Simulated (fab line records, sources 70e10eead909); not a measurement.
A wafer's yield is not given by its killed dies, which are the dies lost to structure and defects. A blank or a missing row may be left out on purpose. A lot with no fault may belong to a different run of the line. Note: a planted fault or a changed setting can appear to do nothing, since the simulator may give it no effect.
fab line records	flow nandHarc
record: lots: 24	wafers: 72	lastDay: 33
route steps=1302 shown A_CONTACT@1009
lots untouched by any fault: they come from a run of this same line in which no faults occurred
startH: start of the lot's first displayed wafer, in hours after the record's first day	waitH: hours from the lot's prior step to this one	" identical to the entry in the row above	L1.1+2: several wafers, shown together as one row	- either no value or no given start	* or withheld: withheld	< > ~ a bound
route shown NAME@n: NAME is a module with steps in the file, n the number in the route of the first one	usual: the fault-free wafers' mean and standard deviation	same: alike in all rows	chamber/n: place in a boat	sites: per-site readings	_std_site: standard deviation across them	_edge_site: outer sites' mean less inner sites'	radiusMm: for every site, how far away it sits from the centre of the wafer	mask NAME#n: copy n	behind: tool/chamber where the wafer was last shaped	hold: why the lot went on hold/how many hours it stayed there/how the hold came to an end	device: the n, p or np transistor that did not switch	end of line: the same wafers' tests at the end of the route	a step without rows: its recipe alone	killed: the dies lost at the first sort to structure and to defects; this is not the yield of the wafer	map: shows each die of a wafer: x if killed, . if not, _ if none is there
set.NAME: the setting that was run; set.NAME@STEP: the one run at that earlier step	model.NAME: the simulator's own value behind a step, which no gauge read
a sample of lots followed through the steps of the route, with each step as a table and each wafer as a row
services: the hour from which a tool's chamber was out of use, counted from the record's first day as startH (under 0 if before that day), plus the number of hours and why
== steps ==
step: NHARC_A_CONTACT_ETCH_115
recipe: sourceW: withheld	pressureMtorr: 20	biasV: 3000	timeS: 190	targetDepthA: 18500	arFlowSccm: withheld	c4f8FlowSccm: withheld	o2FlowSccm: withheld	chemistry: C4F8/O2/Ar
lot.wafer	tool	chamber	startH	waitH	rfHoursCounterH
L074.1	harCapEtch-01	1	495.73	0.1	126
L074.2	"	0	"	"	126
L074.5	"	1	"	"	-
L075.1	harCapEtch-03	1	512.82	0.1	44
L075.3	"	1	"	"	-
L075.6	"	1	"	"	-
L076.2	harCapEtch-02	0	513.74	0.1	86
L076.4	"	0	"	"	-
L076.5	"	0	"	"	-
L077.1	harCapEtch-03	0	517.11	0.1	46
L077.3	"	1	"	"	-
L077.5	"	0	"	"	-
L078.2	harCapEtch-03	0	527.81	0.1	48
L078.1	"	1	"	"	48
L078.5	"	0	"	"	-
L080.1	harCapEtch-01	0	545.46	0.1	7
L080.3	"	1	"	"	-
L080.5	"	1	"	"	-
L079.2	harCapEtch-03	1	545.91	0.1	52
L079.1	"	0	"	"	52
L079.5	"	0	"	"	-
L081.4	harCapEtch-03	0	561.43	0.1	-
L081.3	"	1	"	"	-
L081.6	"	0	"	"	-
L082.2	harCapEtch-01	0	589.77	0.1	12
L082.4	"	1	"	"	-
L082.6	"	0	"	"	-
L085.1	harCapEtch-02	1	604.06	0.1	101
L085.2	"	0	"	"	101
L085.6	"	0	"	"	-
L083.1	harCapEtch-01	1	605.37	0.1	15
L083.2	"	0	"	"	15
L083.3	"	1	"	"	-
L086.1	harCapEtch-03	0	607.25	0.1	60
L086.2	"	1	"	"	60
L086.5	"	0	"	"	-
L084.2	harCapEtch-01	1	615.20	0.1	17
L084.3	"	1	"	"	-
L084.6	"	0	"	"	-
L087.1	harCapEtch-03	1	616.45	0.1	62
L087.4	"	0	"	"	-
L087.6	"	0	"	"	-
L088.2	harCapEtch-01	1	640.86	0.1	24
L088.3	"	1	"	"	-
L088.5	"	0	"	"	-
L091.1	harCapEtch-02	1	654.90	0.1	111
L091.5	"	0	"	"	-
L091.6	"	1	"	"	-
L090.2	harCapEtch-03	1	663.98	0.1	71
L090.3	"	0	"	"	-
L090.5	"	0	"	"	-
L089.2	harCapEtch-02	1	664.45	0.2	113
L089.3	"	0	"	"	-
L089.5	"	1	"	"	-
L092.1	harCapEtch-03	0	668.81	0.1	73
L092.6	"	0	"	"	-
L092.5	"	1	"	"	-
L093.2	harCapEtch-03	0	686.57	0.1	77
L093.1	"	1	"	"	77
L093.3	"	0	"	"	-
L094.2	harCapEtch-02	0	691.02	0.1	119
L094.4	"	0	"	"	-
L094.5	"	0	"	"	-
L095.4	harCapEtch-02	0	711.42	0.1	-
L095.3	"	1	"	"	-
L095.6	"	1	"	"	-
L096.1	harCapEtch-03	1	711.59	0.1	82
L096.3	"	1	"	"	-
L096.6	"	0	"	"	-
L097.2	harCapEtch-03	1	723.98	0.1	85
L097.1	"	0	"	"	85
L097.6	"	0	"	"	-
step: NHARC_A_CONTACT_ETCH_120
recipe: sourceW: withheld	pressureMtorr: 20	biasV: 3000	timeS: 190	targetDepthA: 18500	arFlowSccm: withheld	c4f8FlowSccm: withheld	o2FlowSccm: withheld	chemistry: C4F8/O2/Ar
lot.wafer	tool	chamber	startH	waitH	rfHoursCounterH
L074.1	harCapEtch-01	1	496.59	0.1	127
L074.2	"	0	"	"	127
L074.5	"	1	"	"	-
L075.1	harCapEtch-03	1	513.68	0.1	45
L075.3	"	1	"	"	-
L075.6	"	1	"	"	-
L076.2	harCapEtch-02	0	514.59	0.1	87
L076.4	"	0	"	"	-
L076.5	"	0	"	"	-
L077.1	harCapEtch-03	0	517.96	0.1	47
L077.3	"	1	"	"	-
L077.5	"	0	"	"	-
L078.2	harCapEtch-03	0	528.66	0.1	49
L078.1	"	1	"	"	49
L078.5	"	0	"	"	-
L080.1	harCapEtch-01	0	546.32	0.1	8
L080.3	"	1	"	"	-
L080.5	"	1	"	"	-
L079.2	harCapEtch-03	1	546.77	0.1	53
L079.1	"	0	"	"	53
L079.5	"	0	"	"	-
L081.4	harCapEtch-03	0	562.29	0.1	-
L081.3	"	1	"	"	-
L081.6	"	0	"	"	-
L082.2	harCapEtch-01	0	590.62	0.1	13
L082.4	"	1	"	"	-
L082.6	"	0	"	"	-
L085.1	harCapEtch-02	1	604.91	0.1	102
L085.2	"	0	"	"	102
L085.6	"	0	"	"	-
L083.1	harCapEtch-01	1	606.22	0.1	15
L083.2	"	0	"	"	15
L083.3	"	1	"	"	-
L086.1	harCapEtch-03	0	608.11	0.1	61
L086.2	"	1	"	"	61
L086.5	"	0	"	"	-
L084.2	harCapEtch-01	1	616.05	0.1	18
L084.3	"	1	"	"	-
L084.6	"	0	"	"	-
L087.1	harCapEtch-03	1	617.30	0.1	63
L087.4	"	0	"	"	-
L087.6	"	0	"	"	-
L088.2	harCapEtch-01	1	641.70	0.1	25
L088.3	"	1	"	"	-
L088.5	"	0	"	"	-
L091.1	harCapEtch-02	1	655.76	0.1	111
L091.5	"	0	"	"	-
L091.6	"	1	"	"	-
L090.2	harCapEtch-03	1	664.83	0.1	72
L090.3	"	0	"	"	-
L090.5	"	0	"	"	-
L089.2	harCapEtch-02	1	665.59	0.2	114
L089.3	"	0	"	"	-
L089.5	"	1	"	"	-
L092.1	harCapEtch-03	0	669.66	0.1	74
L092.6	"	0	"	"	-
L092.5	"	1	"	"	-
L093.2	harCapEtch-03	0	687.43	0.1	78
L093.1	"	1	"	"	78
L093.3	"	0	"	"	-
L094.2	harCapEtch-02	0	691.87	0.1	120
L094.4	"	0	"	"	-
L094.5	"	0	"	"	-
L095.4	harCapEtch-02	0	712.28	0.1	-
L095.3	"	1	"	"	-
L095.6	"	1	"	"	-
L096.1	harCapEtch-03	1	712.46	0.1	83
L096.3	"	1	"	"	-
L096.6	"	0	"	"	-
L097.2	harCapEtch-03	1	724.84	0.1	85
L097.1	"	0	"	"	85
L097.6	"	0	"	"	-
step: NHARC_A_CONTACT_STRIP_55
recipe: o2FlowSccm: 500	arFlowSccm: 0	biasW: 0	chemistry: O2
usual: drypumpMotorCurrentA: 5.7/0.41	oesProductAu: 0.997/0.0089	rfVppV: 57.9/0.96	showerheadPlenumPTorr: 3.54/0.18	throttleValvePct: 17.036/0.009
same: biasW: 0
lot.wafer	tool	chamber	startH	waitH	drypumpMotorCurrentA	oesProductAu	rfHoursCounterH	rfVppV	showerheadPlenumPTorr	throttleValvePct
L074.2	rieDiel-02	0	-	-	5.8	1.017	15	57.4	3.33	17.048
L074.1	"	3	"	"	6.1	1.002	16	58.4	3.43	17.045
L074.5	"	0	"	"	5.8	1.009	-	58.1	3.33	17.011
L075.1	rieDiel-10	1	-	-	6.0	1.003	28	58.2	3.31	17.052
L075.3	"	2	"	"	5.1	0.993	31	58.0	3.51	17.032
L075.6	"	0	"	"	5.2	1.011	-	58.0	3.43	17.037
L076.2	rieDiel-10	3	-	-	5.5	0.997	34	57.9	3.79	17.026
L076.4	"	2	"	"	5.1	0.985	31	57.8	3.51	17.050
L076.5	"	3	"	"	5.5	1.002	-	59.7	3.79	17.040
L077.3	rieDiel-03	2	-	-	5.7	1.008	17	56.4	3.80	17.051
L077.1	"	0	"	"	5.5	1.001	18	60.1	3.69	17.035
L077.5	"	2	"	"	5.7	1.007	-	58.8	3.80	17.034
L078.2	rieDiel-10	2	-	-	5.1	0.991	35	56.2	3.51	17.020
L078.1	"	0	"	"	5.2	1.010	37	57.4	3.42	17.049
L078.5	"	3	"	"	5.5	0.993	-	58.5	3.79	17.040
L080.3	rieDiel-10	2	-	-	5.1	0.985	45	58.4	3.50	17.031
L080.1	"	3	"	"	5.5	0.993	49	57.8	3.78	17.032
L080.5	"	3	"	"	5.5	0.993	-	58.9	3.78	17.030
L079.2	rieDiel-03	3	-	-	5.6	0.992	35	58.3	3.50	17.028
L079.1	"	1	"	"	6.3	0.998	21	57.4	3.30	17.007
L079.5	"	0	"	"	5.5	1.006	-	59.5	3.69	17.035
L081.4	rieDiel-02	2	-	-	5.1	1.001	27	56.9	3.51	17.035
L081.3	"	3	"	"	6.1	1.001	27	58.3	3.42	17.012
L081.6	"	1	"	"	6.2	0.998	-	58.5	3.70	17.045
L082.2	rieDiel-02	0	-	-	5.8	0.985	2	56.8	3.32	17.043
L082.4	"	1	"	"	6.3	0.980	2	57.3	3.70	17.044
L082.6	"	0	"	"	5.8	0.984	-	57.3	3.32	17.037
L085.1	rieDiel-02	3	-	-	6.1	0.991	7	57.9	3.42	17.039
L085.2	"	1	"	"	6.3	0.997	6	55.3	3.69	17.036
L085.6	"	0	"	"	5.8	0.997	-	58.7	3.32	17.025
L083.1	rieDiel-10	1	-	-	6.0	0.993	1	59.1	3.29	17.036
L083.3	"	2	"	"	5.1	0.988	1	58.1	3.50	17.040
L083.2	"	3	"	"	5.5	0.991	1	58.7	3.77	17.039
L086.2	rieDiel-03	1	-	-	6.3	0.983	42	56.1	3.29	17.032
L086.1	"	3	"	"	5.6	1.004	56	59.2	3.49	17.023
L086.5	"	1	"	"	6.3	1.000	-	55.5	3.29	17.032
L084.2	rieDiel-10	1	-	-	6.0	1.007	3	56.1	3.29	17.043
L084.3	"	3	"	"	5.5	1.015	3	58.8	3.77	17.036
L084.6	"	2	"	"	5.1	0.988	-	58.7	3.49	17.036
L087.1	rieDiel-10	2	-	-	5.1	0.985	3	58.1	3.49	17.021
L087.4	"	1	"	"	6.0	1.007	-	56.8	3.29	17.043
L087.6	"	3	"	"	5.5	1.011	-	58.5	3.77	17.035
L088.3	rieDiel-10	1	-	-	6.0	1.002	13	56.4	3.28	17.047
L088.2	"	2	"	"	5.1	0.987	14	58.3	3.49	17.034
L088.5	"	0	"	"	5.2	1.008	-	56.5	3.41	17.036
L091.1	rieDiel-10	0	-	-	5.2	1.003	13	58.0	3.40	17.041
L091.6	"	1	"	"	6.0	1.001	-	58.9	3.28	17.032
L091.5	"	2	"	"	5.1	0.999	-	57.9	3.48	17.048
L090.2	rieDiel-03	2	-	-	5.7	0.981	6	57.1	3.77	17.044
L090.3	"	1	"	"	6.3	0.974	5	60.1	3.81	17.042
L090.5	"	3	"	"	5.6	0.991	-	57.0	3.48	17.026
L089.3	rieDiel-03	0	-	-	5.6	1.014	5	58.7	3.67	17.043
L089.2	"	2	"	"	5.7	0.994	6	57.9	3.77	17.033
L089.5	"	0	"	"	5.5	0.995	-	57.8	3.67	17.032
L092.1	rieDiel-02	2	-	-	5.1	0.986	20	59.3	3.50	17.039
L092.5	"	1	"	"	6.2	0.999	-	58.1	3.69	17.033
L092.6	"	2	"	"	5.1	0.989	-	57.4	3.50	17.037
L093.1	rieDiel-03	0	-	-	5.5	1.003	11	57.1	3.67	17.036
L093.2	"	1	"	"	6.3	0.994	11	59.2	3.80	17.040
L093.3	"	3	"	"	5.6	0.998	13	58.4	3.48	17.031
L094.2	rieDiel-02	1	-	-	6.2	1.002	20	58.3	3.68	17.036
L094.4	"	0	"	"	5.8	1.002	22	58.3	3.31	17.048
L094.5	"	1	"	"	6.2	1.006	-	59.0	3.68	17.016
L095.4	rieDiel-03	0	-	-	5.5	1.006	21	59.6	3.66	17.027
L095.3	"	1	"	"	6.4	0.995	19	59.7	3.80	17.034
L095.6	"	3	"	"	5.6	0.996	-	58.3	3.47	17.029
L096.1	rieDiel-02	1	-	-	6.2	0.995	25	58.1	3.68	17.043
L096.3	"	3	"	"	6.1	0.994	24	58.8	3.41	17.035
L096.6	"	3	"	"	6.1	0.983	-	56.4	3.41	17.029
L097.2	rieDiel-10	0	-	-	5.2	1.001	39	58.7	3.39	17.027
L097.1	"	1	"	"	6.0	1.006	42	57.2	3.27	17.032
L097.6	"	3	"	"	5.5	1.010	-	59.2	3.75	17.048
step: NHARC_A_CONTACT_CD_MEAS_69
recipe: targetCdNm: 300	landingEnergyEv: 500
usual: cdNm: 300.0/0.56
lot.wafer	tool	chamber	startH	waitH	cdNm
L074.1	cdSem-02	0	508.31	-	298.9
L074.2	"	0	"	"	299.9
L074.5	"	0	"	"	300.2
L075.1	cdSem-02	0	520.18	-	301.4
L075.3	"	0	"	"	300.8
L075.6	"	0	"	"	300.1
L076.2	cdSem-03	0	522.77	-	300.4
L076.4	"	0	"	"	301.2
L076.5	"	0	"	"	300.9
L077.1	cdSem-02	0	526.00	-	299.8
L077.3	"	0	"	"	299.9
L077.5	"	0	"	"	300.4
L078.1	cdSem-01	0	536.66	-	299.5
L078.2	"	0	"	"	300.3
L078.5	"	0	"	"	300.7
L080.1	cdSem-01	0	553.02	-	300.7
L080.3	"	0	"	"	300.5
L080.5	"	0	"	"	300.9
L079.1	cdSem-02	0	553.35	-	299.0
L079.2	"	0	"	"	299.6
L079.5	"	0	"	"	299.6
L081.3	cdSem-01	0	572.09	-	300.3
L081.4	"	0	"	"	299.9
L081.6	"	0	"	"	300.1
L082.2	cdSem-01	0	597.26	-	300.5
L082.4	"	0	"	"	299.5
L082.6	"	0	"	"	300.1
L085.1	cdSem-02	0	616.91	-	299.2
L085.2	"	0	"	"	299.9
L085.6	"	0	"	"	300.1
L083.1	cdSem-02	0	617.69	-	299.6
L083.2	"	0	"	"	300.4
L083.3	"	0	"	"	299.9
L086.1	cdSem-02	0	620.90	-	300.9
L086.2	"	0	"	"	300.8
L086.5	"	0	"	"	301.0
L084.2	cdSem-01	0	627.83	-	299.7
L084.3	"	0	"	"	300.5
L084.6	"	0	"	"	299.9
L087.1	cdSem-03	0	628.53	-	299.8
L087.4	"	0	"	"	299.9
L087.6	"	0	"	"	299.5
L088.2	cdSem-03	0	651.25	-	300.5
L088.3	"	0	"	"	299.8
L088.5	"	0	"	"	300.4
L091.1	cdSem-02	0	664.27	-	299.6
L091.5	"	0	"	"	300.2
L091.6	"	0	"	"	299.3
L090.2	cdSem-03	0	673.80	-	300.3
L090.3	"	0	"	"	301.1
L090.5	"	0	"	"	300.4
L089.2	cdSem-01	0	676.33	-	301.1
L089.3	"	0	"	"	300.3
L089.5	"	0	"	"	300.2
L092.1	cdSem-02	0	679.53	-	299.2
L092.5	"	0	"	"	299.6
L092.6	"	0	"	"	299.4
L093.1	cdSem-02	0	694.17	-	299.7
L093.2	"	0	"	"	299.4
L093.3	"	0	"	"	299.6
L094.2	cdSem-01	0	698.48	-	301.0
L094.4	"	0	"	"	299.8
L094.5	"	0	"	"	300.5
L095.3	cdSem-03	0	718.88	-	299.5
L095.4	"	0	"	"	300.5
L095.6	"	0	"	"	299.7
L096.1	cdSem-02	0	719.43	-	300.7
L096.3	"	0	"	"	299.3
L096.6	"	0	"	"	299.6
L097.1	cdSem-01	0	731.50	-	299.3
L097.2	"	0	"	"	298.7
L097.6	"	0	"	"	299.5
step: NHARC_A_CONTACT_ETCH_78
recipe: targetDepthA: 53000	overEtchFrac: 0.3	timeS: 1378	ionEnergyEv: 150	o2FlowSccm: 400	cosFlowSccm: 20	arFlowSccm: 0	rfW: 500	biasW: 300	chemistry: O2/COS
usual: biasW: 300.3/0.83	drypumpMotorCurrentA: 5.7/0.44	oesProductAu: 0.998/0.009	rfVppV: 313.9/2.2	showerheadPlenumPTorr: 3.10/0.14	throttleValvePct: 28.330/0.009
same: overEtchFrac: 0.3
lot.wafer	tool	chamber	startH	waitH	biasW	drypumpMotorCurrentA	oesProductAu	rfHoursCounterH	rfVppV	showerheadPlenumPTorr	throttleValvePct
L074.2	rieDiel-02	2	-	-	299.7	5.1	0.985	16	315.1	3.11	28.337
L074.1	"	0	"	"	300.7	5.8	1.007	15	312.2	2.94	28.326
L074.5	"	3	"	"	300.4	6.1	1.006	-	313.3	3.03	28.333
L075.3	rieDiel-02	0	-	-	300.3	5.8	1.008	19	313.3	2.94	28.336
L075.1	"	2	"	"	298.4	5.1	0.991	19	314.9	3.11	28.332
L075.6	"	0	"	"	300.7	5.8	1.014	-	309.7	2.94	28.333
L076.4	rieDiel-02	2	-	-	298.8	5.1	0.988	20	313.7	3.11	28.333
L076.2	"	1	"	"	300.6	6.2	0.992	19	316.0	3.28	28.322
L076.5	"	2	"	"	300.9	5.1	0.995	-	314.7	3.11	28.340
L077.1	rieDiel-10	1	-	-	300.6	6.0	1.003	31	311.8	2.92	28.331
L077.3	"	2	"	"	300.0	5.1	0.998	34	314.1	3.11	28.336
L077.5	"	1	"	"	301.5	6.0	1.000	-	310.0	2.92	28.341
L078.2	rieDiel-02	1	-	-	300.6	6.2	1.001	22	316.1	3.27	28.339
L078.1	"	3	"	"	301.0	6.1	0.997	24	314.2	3.03	28.340
L078.5	"	2	"	"	300.6	5.1	1.003	-	314.2	3.11	28.324
L080.1	rieDiel-02	2	-	-	299.8	5.1	0.998	26	313.9	3.11	28.327
L080.3	"	3	"	"	299.8	6.1	1.006	27	312.0	3.03	28.341
L080.5	"	1	"	"	299.1	6.2	1.007	-	315.9	3.27	28.325
L079.2	rieDiel-03	0	-	-	299.6	5.5	1.006	34	316.0	3.26	28.329
L079.1	"	2	"	"	300.5	5.7	0.991	32	317.9	3.36	28.321
L079.5	"	0	"	"	299.6	5.6	1.012	-	316.9	3.26	28.337
L081.4	rieDiel-10	2	-	-	301.0	5.1	1.006	53	312.8	3.10	28.314
L081.3	"	0	"	"	300.1	5.2	1.007	52	313.3	3.02	28.338
L081.6	"	2	"	"	300.8	5.1	0.995	-	314.6	3.10	28.328
L082.2	rieDiel-02	2	-	-	298.8	5.1	0.985	3	313.9	3.10	28.341
L082.4	"	1	"	"	299.7	6.2	0.995	2	315.9	3.27	28.337
L082.6	"	2	"	"	298.7	5.1	0.996	-	313.0	3.10	28.328
L085.2	rieDiel-02	3	-	-	301.2	6.1	0.994	9	313.5	3.02	28.351
L085.1	"	0	"	"	299.2	5.8	0.985	7	310.1	2.93	28.316
L085.6	"	3	"	"	299.9	6.1	0.991	-	314.6	3.02	28.325
L083.2	rieDiel-03	0	-	-	299.9	5.6	1.009	54	316.9	3.25	28.344
L083.3	"	1	"	"	300.5	6.3	0.996	44	310.7	2.90	28.327
L083.1	"	2	"	"	299.7	5.7	0.998	48	317.1	3.35	28.317
L086.1	rieDiel-10	2	-	-	298.9	5.1	1.011	5	314.1	3.09	28.340
L086.2	"	3	"	"	300.1	5.5	1.013	5	314.1	3.34	28.331
L086.5	"	1	"	"	302.5	6.0	1.008	-	311.8	2.91	28.323
L087.1	rieDiel-10	3	-	-	299.7	5.5	1.010	8	318.0	3.33	28.316
L087.4	"	1	"	"	299.9	6.0	1.002	8	310.8	2.91	28.318
L087.6	"	3	"	"	299.4	5.5	1.011	-	316.4	3.33	28.335
L084.2	rieDiel-02	0	629.53	0.3	300.5	5.8	1.000	9	311.5	2.93	28.328
L084.3	"	2	"	"	299.2	5.1	1.004	-	313.2	3.10	28.313
L084.6	"	2	"	"	300.3	5.1	1.001	-	313.1	3.10	28.325
L088.3	rieDiel-02	2	-	-	300.9	5.1	0.984	15	312.5	3.10	28.346
L088.2	"	0	"	"	301.2	5.8	0.993	14	309.6	2.93	28.338
L088.5	"	2	"	"	300.4	5.1	0.986	-	314.2	3.10	28.326
L091.1	rieDiel-02	1	-	-	298.9	6.2	0.988	15	316.9	3.26	28.316
L091.6	"	2	"	"	299.0	5.1	0.984	-	312.9	3.10	28.337
L091.5	"	3	"	"	299.7	6.1	0.987	-	313.9	3.02	28.324
L090.3	rieDiel-02	3	-	-	301.0	6.1	0.990	19	312.4	3.02	28.321
L090.2	"	0	"	"	301.7	5.8	0.998	19	309.6	2.93	28.324
L090.5	"	2	"	"	298.6	5.1	0.987	-	312.4	3.09	28.338
L089.3	rieDiel-10	0	-	-	301.0	5.2	1.011	19	313.7	3.01	28.329
L089.2	"	1	"	"	299.7	6.0	1.006	27	311.9	2.90	28.335
L089.5	"	0	"	"	299.8	5.2	1.004	-	311.5	3.01	28.333
L092.1	rieDiel-02	3	-	-	300.3	6.1	0.992	20	312.3	3.02	28.326
L092.6	"	0	"	"	300.4	5.8	1.002	-	311.0	2.93	28.310
L092.5	"	1	"	"	301.6	6.2	0.984	-	316.2	3.26	28.329
L093.3	rieDiel-02	0	-	-	301.5	5.8	0.995	22	312.2	2.93	28.347
L093.1	"	2	"	"	301.4	5.1	0.984	25	312.3	3.09	28.340
L093.2	"	3	"	"	300.5	6.1	1.003	22	312.7	3.02	28.318
L094.4	rieDiel-02	3	-	-	300.2	6.1	0.994	22	313.2	3.02	28.322
L094.2	"	0	"	"	300.9	5.8	0.996	23	311.6	2.93	28.325
L094.5	"	1	"	"	300.9	6.2	0.985	-	316.7	3.26	28.312
L095.3	rieDiel-02	2	-	-	300.7	5.1	0.979	29	312.7	3.09	28.332
L095.4	"	0	"	"	300.0	5.8	1.006	26	310.1	2.92	28.335
L095.6	"	1	"	"	300.6	6.2	0.989	-	317.2	3.26	28.328
L096.1	rieDiel-03	2	-	-	300.6	5.7	0.995	23	318.5	3.33	28.344
L096.3	"	0	"	"	300.6	5.5	1.007	22	316.8	3.24	28.325
L096.6	"	2	"	"	300.7	5.7	0.990	-	316.4	3.33	28.323
L097.2	rieDiel-02	2	-	-	300.6	5.1	0.989	32	314.3	3.09	28.329
L097.1	"	3	"	"	299.7	6.1	0.992	27	310.4	3.02	28.321
L097.6	"	0	"	"	300.7	5.8	0.989	-	311.5	2.92	28.332
step: NHARC_A_CONTACT_ETCH_124
recipe: sourceW: withheld	pressureMtorr: 20	biasV: withheld	timeS: 140	targetDepthA: 7000	arFlowSccm: withheld	c4f8FlowSccm: withheld	o2FlowSccm: withheld	chemistry: C4F8/O2/Ar
lot.wafer	tool	chamber	startH	waitH	rfHoursCounterH
L074.2	harCapEtch-03	1	510.05	-	41
L074.1	"	0	"	"	41
L074.5	"	0	"	"	-
L075.1	harCapEtch-01	1	521.94	-	1
L075.3	"	1	"	"	-
L075.6	"	1	"	"	-
L076.2	harCapEtch-02	0	524.50	-	89
L076.4	"	0	"	"	-
L076.5	"	1	"	"	-
L077.1	harCapEtch-01	1	527.77	-	3
L077.3	"	1	"	"	-
L077.5	"	1	"	"	-
L078.1	harCapEtch-02	1	538.38	-	93
L078.2	"	0	"	"	93
L078.5	"	0	"	"	-
L080.1	harCapEtch-02	0	554.80	-	96
L080.3	"	1	"	"	-
L080.5	"	0	"	"	-
L079.2	harCapEtch-01	1	555.08	-	9
L079.1	"	0	"	"	9
L079.5	"	0	"	"	-
L081.4	harCapEtch-03	1	573.95	-	-
L081.3	"	0	"	"	-
L081.6	"	0	"	"	-
L082.2	harCapEtch-03	1	598.98	-	58
L082.4	"	0	"	"	-
L082.6	"	0	"	"	-
L085.1	harCapEtch-02	0	618.64	-	104
L085.2	"	1	"	"	104
L085.6	"	1	"	"	-
L083.2	harCapEtch-01	0	619.41	-	19
L083.1	"	1	"	"	19
L083.3	"	0	"	"	-
L086.2	harCapEtch-03	0	624.57	-	64
L086.1	"	1	"	"	64
L086.5	"	0	"	"	-
L087.1	harCapEtch-02	1	630.29	-	106
L087.4	"	1	"	"	-
L087.6	"	1	"	"	-
L084.2	harCapEtch-01	0	630.85	-	20
L084.3	"	0	"	"	-
L084.6	"	0	"	"	-
L088.2	harCapEtch-03	0	653.23	-	69
L088.3	"	0	"	"	-
L088.5	"	0	"	"	-
L091.1	harCapEtch-01	1	666.02	-	27
L091.5	"	0	"	"	-
L091.6	"	1	"	"	-
L090.2	harCapEtch-02	0	675.52	-	115
L090.3	"	1	"	"	-
L090.5	"	0	"	"	-
L089.2	harCapEtch-03	0	678.09	-	75
L089.3	"	1	"	"	-
L089.5	"	1	"	"	-
L092.1	harCapEtch-02	1	681.29	-	116
L092.5	"	0	"	"	-
L092.6	"	1	"	"	-
L093.1	harCapEtch-01	0	695.89	-	33
L093.2	"	1	"	"	33
L093.3	"	0	"	"	-
L094.2	harCapEtch-02	0	700.24	-	120
L094.4	"	0	"	"	-
L094.5	"	0	"	"	-
L095.4	harCapEtch-01	0	720.70	-	-
L095.3	"	1	"	"	-
L095.6	"	0	"	"	-
L096.1	harCapEtch-02	1	721.16	-	124
L096.3	"	0	"	"	-
L096.6	"	1	"	"	-
L097.2	harCapEtch-03	1	733.23	-	86
L097.1	"	0	"	"	86
L097.6	"	1	"	"	-
== services ==
tool	chamber	startH	hours	kind
rieDiel-02	0	476.21	-	clean
rieDiel-02	1	476.21	-	clean
rieDiel-02	2	476.21	-	clean
rieDiel-02	3	476.21	-	clean
harCapEtch-01	-	497.62	17.0	pm
rieDiel-02	0	500.71	-	clean
rieDiel-02	1	500.71	-	clean
rieDiel-02	2	500.71	-	clean
rieDiel-02	3	500.71	-	clean
rieDiel-02	0	525.25	-	clean
rieDiel-02	1	525.25	-	clean
rieDiel-02	2	525.25	-	clean
rieDiel-02	3	525.25	-	clean
rieDiel-02	0	549.75	-	clean
rieDiel-03	3	555.71	3.1	repair
rieDiel-02	-	570.71	9.0	pm
rieDiel-03	2	586.42	7.1	repair
rieDiel-10	-	596.94	9.0	pm
rieDiel-03	2	603.27	6.9	repair
rieDiel-02	1	619.88	12.7	repair
rieDiel-02	3	624.78	5.7	repair
rieDiel-03	-	635.33	9.0	pm
rieDiel-02	-	705.77	0.6	repair
rieDiel-02	2	711.16	6.5	repair
== key ==
fault none
